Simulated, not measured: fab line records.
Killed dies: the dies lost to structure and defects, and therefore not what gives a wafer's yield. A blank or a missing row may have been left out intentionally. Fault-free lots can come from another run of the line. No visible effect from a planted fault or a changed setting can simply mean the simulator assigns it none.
fab line records | flow nand-harc
[record] lots = 15 wafers = 45 last-day = 33
route steps=1302 shown A_CHANNEL_HOLE_D1@473 A_CHANNEL_FILL_D1@499
lots that met no fault: from a run of the same line without faults
start-h: start of the lot's first displayed wafer, in hours after the record's first day | wait-h: hours from the lot's prior step to this one | " same as the row above | L1.1+2: a row that stands for several wafers | - either no value or no given start | * or withheld: withheld | < > ~ a bound
route shown NAME@n: NAME is a module with steps in the file, n the number in the route of the first one | usual: mean and standard deviation over wafers with no fault | same: alike in all rows | chamber/n: place in a boat | sites: the reading at each site | _std_site: how widely they spread, as a standard deviation | _edge_site: outer sites' mean less inner sites' | radius-mm: how far each site lies from the wafer's centre | mask NAME#n: copy n | behind: tool/chamber where the wafer was last shaped | hold: why the lot went on hold/how many hours it stayed there/how the hold came to an end | device: whichever transistor did not switch (one of n, p or np) | end of line: the same wafers' tests at the end of the route | a step given without rows: its recipe and nothing more | killed: not the wafer's yield, but the dies lost to structure and defects at the first sort | map: a wafer's dies, marking killed ones x, the rest . and places with no die _
set.NAME: the setting as run; set.NAME@STEP: as run at that earlier step | model.NAME: the simulator's own value behind a step, which no gauge read
the route's steps for a sample of lots (tables are steps, rows are wafers)
services: when a tool's chamber went out of use (start-h, in hours from the record's first day, below 0 if earlier), for how many hours, and the reason
[[steps]]
[step NHARC_A_CHANNEL_HOLE_D1_ETCH_21]
[recipe] bias-v = 3000 source-w = withheld pressure-mtorr = 20 time-s = 514.3 ar-flow-sccm = 375 c4f8-flow-sccm = 89.3 o2-flow-sccm = 35.7 temp-c = -20 target-depth-a = 16000 chemistry = C4F8/O2/Ar
[usual] drypump-motor-current-A = 6.1/0.59 showerhead-plenum-p-Torr = 3.67/0.074 temp-c = -20.00/0.12 throttle-valve-pct = 32.155/0.01
// columns lot.wafer tool chamber start-h wait-h drypump-motor-current-A rf-hours-counter-h showerhead-plenum-p-Torr temp-c throttle-valve-pct
L265.1 har-etch-01 0 181.99 0.3 5.7 85 3.74 -20.07 32.137
L265.3 " 1 " " 6.8 - 3.74 -20.01 32.161
L265.5 " 1 " " 6.8 - 3.74 -20.00 32.163
L268.2 har-etch-02 1 214.03 0.3 6.2 309 3.59 -20.29 32.138
L268.4 " 1 " " 6.2 - 3.59 -19.94 32.168
L268.5 " 0 " " 5.2 - 3.63 -20.02 32.148
L269.2 har-etch-01 1 222.23 0.3 6.8 112 3.72 -19.81 32.167
L269.4 " 1 " " 6.8 - 3.72 -19.86 32.155
L269.6 " 0 " " 5.8 - 3.72 -19.90 32.144
L270.2 har-etch-01 1 243.57 0.3 6.8 123 3.71 -20.04 32.150
L270.1 " 0 " " 5.7 123 3.72 -20.09 32.156
L270.4 " 0 " " 5.7 - 3.71 -20.11 32.159
L271.4 har-etch-02 1 248.34 0.3 6.2 - 3.58 -19.99 32.152
L271.6 " 0 " " 5.2 - 3.62 -20.06 32.165
L271.5 " 1 " " 6.2 - 3.58 -19.87 32.147
L279.2 har-etch-01 1 326.98 0.3 6.8 169 3.69 -19.80 32.165
L279.1 " 0 " " 5.7 169 3.69 -20.00 32.168
L279.6 " 1 " " 6.8 - 3.69 -19.90 32.155
L278.4 har-etch-01 1 331.31 0.3 6.8 - 3.69 -20.05 32.167
L278.3 " 0 " " 5.7 - 3.69 -20.05 32.159
L278.6 " 0 " " 5.7 - 3.69 -20.14 32.157
L280.1 har-etch-01 1 336.87 0.3 6.8 177 3.69 -20.01 32.154
L280.3 " 1 " " 6.8 - 3.69 -20.07 32.159
L280.4 " 0 " " 5.7 - 3.69 -20.05 32.146
L281.3 har-etch-01 0 341.23 0.3 5.8 - 3.68 -20.04 32.163
L281.6 " 1 " " 6.8 - 3.68 -19.95 32.142
L281.5 " 0 " " 5.7 - 3.68 -20.12 32.159
L282.1 har-etch-01 0 358.96 0.3 5.7 192 3.68 -19.89 32.155
L282.3 " 1 " " 6.8 - 3.68 -20.06 32.161
L282.4 " 0 " " 5.7 - 3.68 -20.09 32.159
L284.2 har-etch-02 0 367.13 0.3 5.2 385 3.59 -20.03 32.158
L284.5 " 1 " " 6.2 - 3.54 -20.02 32.163
L284.6 " 0 " " 5.2 - 3.59 -20.00 32.135
L283.2 har-etch-01 1 368.39 0.3 6.8 200 3.67 -19.79 32.161
L283.3 " 1 " " 6.8 - 3.67 -20.08 32.150
L283.6 " 0 " " 5.7 - 3.67 -20.15 32.163
L285.4 har-etch-01 0 386.00 0.3 5.7 - 3.67 -19.93 32.149
L285.3 " 1 " " 6.8 - 3.67 -19.72 32.168
L285.6 " 1 " " 6.8 - 3.67 -19.98 32.144
L286.2 har-etch-01 1 389.99 0.3 6.8 215 3.66 -19.77 32.158
L286.4 " 1 " " 6.8 - 3.66 -19.81 32.151
L286.6 " 1 " " 6.8 - 3.67 -19.85 32.145
L288.2 har-etch-01 0 409.50 0.3 5.8 227 3.66 -20.03 32.166
L288.3 " 0 " " 5.8 - 3.66 -20.16 32.161
L288.5 " 1 " " 6.8 - 3.66 -20.01 32.146
[step NHARC_A_CHANNEL_HOLE_D1_ETCH_25]
[recipe] bias-v = 5000 source-w = withheld pressure-mtorr = 20 time-s = 1040.2 ar-flow-sccm = 375 c4f8-flow-sccm = 93.8 o2-flow-sccm = 31.2 temp-c = -20 target-depth-a = 15000 chemistry = C4F8/O2/Ar
[usual] drypump-motor-current-A = 6.1/0.59 showerhead-plenum-p-Torr = 3.66/0.074 temp-c = -19.99/0.098 throttle-valve-pct = 32.235/0.0097
// columns lot.wafer tool chamber start-h wait-h drypump-motor-current-A rf-hours-counter-h showerhead-plenum-p-Torr temp-c throttle-valve-pct
L265.1 har-etch-01 0 - - 5.8 87 3.73 -20.01 32.241
L265.3 " 1 " " 6.8 - 3.73 -20.02 32.211
L265.5 " 1 " " 6.8 - 3.73 -19.94 32.232
L268.2 har-etch-02 1 216.49 0.6 6.2 311 3.59 -19.98 32.228
L268.4 " 1 " " 6.2 - 3.59 -19.87 32.222
L268.5 " 0 " " 5.2 - 3.63 -20.15 32.241
L269.2 har-etch-01 1 224.68 0.6 6.8 114 3.72 -20.05 32.230
L269.4 " 1 " " 6.8 - 3.72 -20.02 32.235
L269.6 " 0 " " 5.7 - 3.72 -19.92 32.247
L270.2 har-etch-01 1 246.03 0.6 6.8 126 3.71 -19.99 32.248
L270.1 " 0 " " 5.7 126 3.71 -20.00 32.227
L270.4 " 0 " " 5.8 - 3.71 -20.07 32.244
L271.4 har-etch-02 1 251.05 0.7 6.2 - 3.58 -20.01 32.247
L271.6 " 0 " " 5.2 - 3.62 -20.05 32.232
L271.5 " 1 " " 6.2 - 3.58 -19.91 32.233
L279.2 har-etch-01 1 329.46 0.6 6.8 172 3.68 -19.87 32.245
L279.1 " 0 " " 5.8 172 3.68 -19.99 32.225
L279.6 " 1 " " 6.8 - 3.68 -19.94 32.239
L278.4 har-etch-01 1 333.93 0.7 6.8 - 3.68 -19.89 32.253
L278.3 " 0 " " 5.7 - 3.68 -20.07 32.250
L278.6 " 0 " " 5.8 - 3.68 -19.89 32.248
L280.1 har-etch-01 1 339.33 0.6 6.8 180 3.68 -19.86 32.238
L280.3 " 1 " " 6.8 - 3.68 -20.06 32.235
L280.4 " 0 " " 5.7 - 3.68 -19.95 32.229
L281.3 har-etch-01 0 343.92 0.7 5.7 - 3.68 -20.02 32.228
L281.6 " 1 " " 6.8 - 3.68 -19.90 32.248
L281.5 " 0 " " 5.7 - 3.68 -20.06 32.227
L282.1 har-etch-01 0 361.51 0.7 5.7 195 3.67 -19.96 32.219
L282.3 " 1 " " 6.8 - 3.67 -20.03 32.239
L282.4 " 0 " " 5.8 - 3.67 -19.99 32.234
L284.2 har-etch-02 0 369.68 0.7 5.2 387 3.59 -19.98 32.220
L284.5 " 1 " " 6.2 - 3.54 -20.10 32.225
L284.6 " 0 " " 5.2 - 3.59 -19.92 32.229
L283.2 har-etch-01 1 370.93 0.7 6.8 202 3.67 -20.05 32.240
L283.3 " 1 " " 6.8 - 3.67 -19.87 32.221
L283.6 " 0 " " 5.7 - 3.67 -19.79 32.223
L285.4 har-etch-01 0 388.60 0.7 5.7 - 3.66 -20.01 32.230
L285.3 " 1 " " 6.8 - 3.66 -19.93 32.243
L285.6 " 1 " " 6.8 - 3.66 -19.98 32.225
L286.2 har-etch-01 1 392.47 0.6 6.8 218 3.66 -19.84 32.231
L286.4 " 1 " " 6.8 - 3.66 -19.85 32.221
L286.6 " 1 " " 6.8 - 3.66 -20.10 32.212
L288.2 har-etch-01 0 411.98 0.6 5.7 229 3.65 -19.99 32.241
L288.3 " 0 " " 5.7 - 3.65 -20.04 32.238
L288.5 " 1 " " 6.8 - 3.65 -19.90 32.232
[step NHARC_A_CHANNEL_HOLE_D1_XSEM_31]
[recipe] landing-energy-ev = 35000
[usual] bot-cd-nm = 74.5/0.96 bow-nm = 8.65/0.21 tilt-deg = 0.08/0.043
// columns lot.wafer tool chamber start-h wait-h bot-cd-nm bow-nm tilt-deg
L265.1 xsem-01 0 187.06 0.1 75.0 8.34 0.07
L265.3 " 0 " " 73.7 8.33 0.07
L265.5 " 0 " " 74.3 8.37 0.07
L268.2 xsem-01 0 219.24 0.1 74.8 8.41 0.09
L268.4 " 0 " " 75.2 8.46 0.08
L268.5 " 0 " " 74.5 8.47 0.09
L269.2 xsem-02 0 227.42 0.1 74.3 8.91 0.11
L269.4 " 0 " " 73.6 9.00 0.11
L269.6 " 0 " " 72.2 8.94 0.11
L270.1 xsem-02 0 248.75 0.1 75.5 8.46 0.08
L270.2 " 0 " " 75.7 8.42 0.08
L270.4 " 0 " " 74.1 8.44 0.08
L271.4 xsem-01 0 253.33 0.1 73.1 8.47 0.10
L271.5 " 0 " " 74.1 8.56 0.10
L271.6 " 0 " " 74.2 8.49 0.10
L279.1 xsem-01 0 332.31 0.1 74.5 8.51 0.02
L279.2 " 0 " " 74.8 8.51 0.02
L279.6 " 0 " " 74.3 8.59 0.02
L278.3 xsem-02 0 336.38 0.1 73.5 8.60 0.05
L278.4 " 0 " " 73.3 8.60 0.05
L278.6 " 0 " " 74.9 8.62 0.05
L280.1 xsem-01 0 342.03 0.1 75.7 8.50 -0.01
L280.3 " 0 " " 76.0 8.55 -0.01
L280.4 " 0 " " 75.2 8.42 -0.01
L281.3 xsem-01 0 346.20 0.1 75.7 8.89 0.11
L281.5 " 0 " " 76.1 8.94 0.11
L281.6 " 0 " " 74.4 8.90 0.11
L282.1 xsem-01 0 364.06 0.1 75.6 9.09 0.13
L282.3 " 0 " " 74.6 9.04 0.13
L282.4 " 0 " " 74.0 9.04 0.13
L284.2 xsem-01 0 372.25 0.1 73.8 8.60 0.03
L284.5 " 0 " " 74.2 8.49 0.03
L284.6 " 0 " " 72.9 8.52 0.03
L283.2 xsem-02 0 373.51 0.1 75.3 8.76 0.08
L283.3 " 0 " " 75.7 8.79 0.08
L283.6 " 0 " " 75.5 8.76 0.08
L285.3 xsem-01 0 391.04 0.1 74.7 8.65 0.01
L285.4 " 0 " " 74.2 8.54 0.01
L285.6 " 0 " " 74.8 8.66 0.01
L286.2 xsem-02 0 395.20 0.1 74.7 8.90 0.10
L286.4 " 0 " " 74.8 8.84 0.10
L286.6 " 0 " " 74.7 8.88 0.10
L288.2 xsem-02 0 414.69 0.1 74.4 8.59 0.11
L288.3 " 0 " " 75.7 8.59 0.11
L288.5 " 0 " " 76.4 8.61 0.11
[step NHARC_A_CHANNEL_FILL_D1_ETCHBACK_19]
[recipe] target-depth-a = 50 time-s = 1.7 hbr-flow-sccm = 150 cl2-flow-sccm = 50 rf-w = 400 icp-w = 400 bias-w = 100 chemistry = HBr/Cl2
[usual] bias-w = 99.99/0.29 chamber-pressure-mTorr = 15.001/0.013 drypump-motor-current-A = 5.6/0.49 mfc-cl2-sccm = 49.99/0.15 oes-product-au = 0.997/0.0063 throttle-valve-pct = 26.406/0.0089
// columns lot.wafer tool chamber start-h wait-h bias-w chamber-pressure-mTorr drypump-motor-current-A mfc-cl2-sccm oes-product-au rf-hours-counter-h throttle-valve-pct
L265.3 rie-si-05 1 214.51 0.4 100.35 14.993 5.8 49.97 1.001 0.47 26.402
L265.1 " 2 " " 99.90 14.966 5.5 50.12 1.014 0.48 26.399
L265.5 " 2 " " 100.04 15.012 5.5 49.86 1.004 - 26.395
L268.4 rie-si-01 2 244.70 0.4 100.28 14.984 5.5 50.09 1.006 0.24 26.409
L268.2 " 1 " " 100.05 14.996 5.3 49.80 0.992 0.23 26.402
L268.5 " 2 " " 99.98 14.981 5.6 50.11 0.991 - 26.419
L269.2 rie-si-01 2 252.85 0.4 - - - - - - -
L269.4 " 3 " " - - - - - - -
L269.6 " 1 " " - - - - - - -
L270.2 rie-si-05 1 274.15 0.4 - - - - - - -
L270.1 " 3 " " - - - - - - -
L270.4 " 2 " " - - - - - - -
L271.4 rie-si-05 3 279.23 0.4 - - - - - - -
L271.5 " 2 " " - - - - - - -
L271.6 " 3 " " - - - - - - -
L279.2 rie-si-05 1 356.49 0.4 100.05 14.978 5.8 49.82 0.999 0.17 26.404
L279.1 " 0 " " 99.73 14.990 4.8 50.11 0.988 0.20 26.404
L279.6 " 2 " " 99.71 15.014 5.5 49.96 0.994 - 26.408
L278.4 rie-si-05 3 361.12 0.4 100.33 15.002 5.3 50.05 0.989 0.24 26.405
L278.3 " 0 " " 99.77 14.977 4.8 49.93 0.991 0.22 26.414
L278.6 " 1 " " 100.13 14.998 5.8 49.97 0.994 - 26.415
L280.1 rie-si-05 1 366.53 0.4 99.43 15.005 5.8 50.03 0.994 0.23 26.416
L280.4 " 3 " " 100.33 15.001 5.3 49.67 1.002 0.26 26.401
L280.3 " 0 " " 100.48 15.020 4.8 49.91 0.986 0.23 26.410
L281.3 rie-si-04 3 370.61 0.4 100.47 15.023 6.4 49.96 0.993 0.17 26.400
L281.6 " 3 " " 100.49 14.996 6.4 49.82 0.990 - 26.412
L281.5 " 0 " " 100.04 15.027 5.8 49.78 0.996 - 26.418
L282.3 rie-si-04 3 390.48 0.4 100.01 15.001 6.4 50.05 0.999 0.28 26.401
L282.4 " 0 " " 100.13 15.009 5.8 50.24 0.987 0.30 26.405
L282.1 " 1 " " 99.74 15.002 5.0 50.05 0.991 0.28 26.417
L284.2 rie-si-01 0 398.43 0.4 100.26 14.999 6.3 50.06 1.003 0.10 26.411
L284.6 " 0 " " 100.26 15.017 6.3 50.15 0.992 - 26.399
L284.5 " 1 " " 100.11 15.008 5.3 50.28 1.005 - 26.400
L283.2 rie-si-04 1 398.45 0.4 99.55 15.001 5.0 50.16 0.986 0.32 26.401
L283.3 " 3 " " 99.57 15.015 6.4 49.93 0.998 0.32 26.402
L283.6 " 0 " " 100.06 15.006 5.9 50.05 0.995 - 26.387
L285.4 rie-si-05 0 415.45 0.4 99.65 15.006 4.8 50.20 0.997 0.65 26.412
L285.3 " 1 " " 100.33 15.018 5.8 49.88 0.995 0.55 26.412
L285.6 " 1 " " 99.98 14.982 5.8 49.81 1.001 - 26.390
L286.4 rie-si-01 2 419.53 0.4 100.06 15.002 5.5 50.07 0.992 0.20 26.416
L286.2 " 3 " " 99.69 14.987 5.0 50.19 1.001 0.21 26.396
L286.6 " 2 " " 100.69 15.001 5.5 49.96 0.997 - 26.397
L288.2 rie-si-04 3 439.75 0.4 100.06 15.012 6.4 49.98 0.998 0.52 26.420
L288.3 " 2 " " 100.13 14.991 6.5 49.82 0.998 0.44 26.400
L288.5 " 3 " " 99.75 15.006 6.4 49.65 0.994 - 26.403
[[services]]
// columns tool chamber start-h hours kind
rie-si-04 - 165.00 9.0 pm
rie-si-01 - 172.76 3.8 repair
rie-si-01 - 193.00 9.0 pm
har-etch-01 - 235.18 0.2 repair
rie-si-01 - 242.51 0.3 repair
rie-si-01 0 251.82 8.4 repair
rie-si-05 0 272.99 2.8 repair
rie-si-04 - 286.79 0.9 repair
rie-si-05 3 303.63 2.9 repair
rie-si-05 - 305.00 9.0 pm
rie-si-05 0 305.00 9.0 vent-cycle
rie-si-05 1 305.00 9.0 vent-cycle
rie-si-05 2 305.00 9.0 vent-cycle
rie-si-01 1 312.57 9.1 repair
rie-si-05 0 314.00 - clean
rie-si-05 1 314.00 - clean
rie-si-04 - 342.00 9.0 pm
rie-si-01 3 363.39 2.9 repair
rie-si-05 3 368.96 7.7 repair
rie-si-01 - 370.00 9.0 pm
xsem-01 - 374.00 14.0 pm
har-etch-02 - 377.43 17.0 pm
rie-si-05 2 404.71 3.8 repair
rie-si-04 2 409.76 4.1 repair
[[key]]
[first-sign] step = NHARC_A_CHANNEL_FILL_D1_ETCHBACK_19 reading = tool-record direction = missing
effect none on later readings
met-at NHARC_A_CHANNEL_FILL_D1_ETCHBACK_19
struck-lots L269,L270,L271
later-rows-left-out L269.2,L269.4,L269.6,L270.1,L270.2,L270.4,L271.4,L271.5,L271.6
sort-left-out L269.2,L269.4,L269.6,L270.1,L270.2,L270.4,L271.4,L271.5,L271.6
tester-left-out L269,L270,L271
not-acting-at NHARC_A_CHANNEL_HOLE_D1_ETCH_21,NHARC_A_CHANNEL_HOLE_D1_ETCH_25,NHARC_A_CHANNEL_HOLE_D1_XSEM_31
onset-between 244.70 252.85
[fault] kind = skipped-step-whole tool = rie-si-01,rie-si-05 chamber = - onset-h = 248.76 steps = NHARC_A_CHANNEL_FILL_D1_ETCHBACK_19 scope = struck-lots-only
// tester-left-out: of these lots the tester's yield and bins aren't shown, on N5 and GAA mostly nor the transistor test; their killed dies are dies lost to structure and defects alone, not to doping, threshold or leakage, so they don't give the yield
// sort-left-out: the simulated sort isn't trusted on such a fault, so these wafers' sort isn't shown, and their yield isn't known
// later-rows-left-out: the simulator's readings of these wafers behind a module that went badly wrong aren't trusted and aren't shown, but for the sort
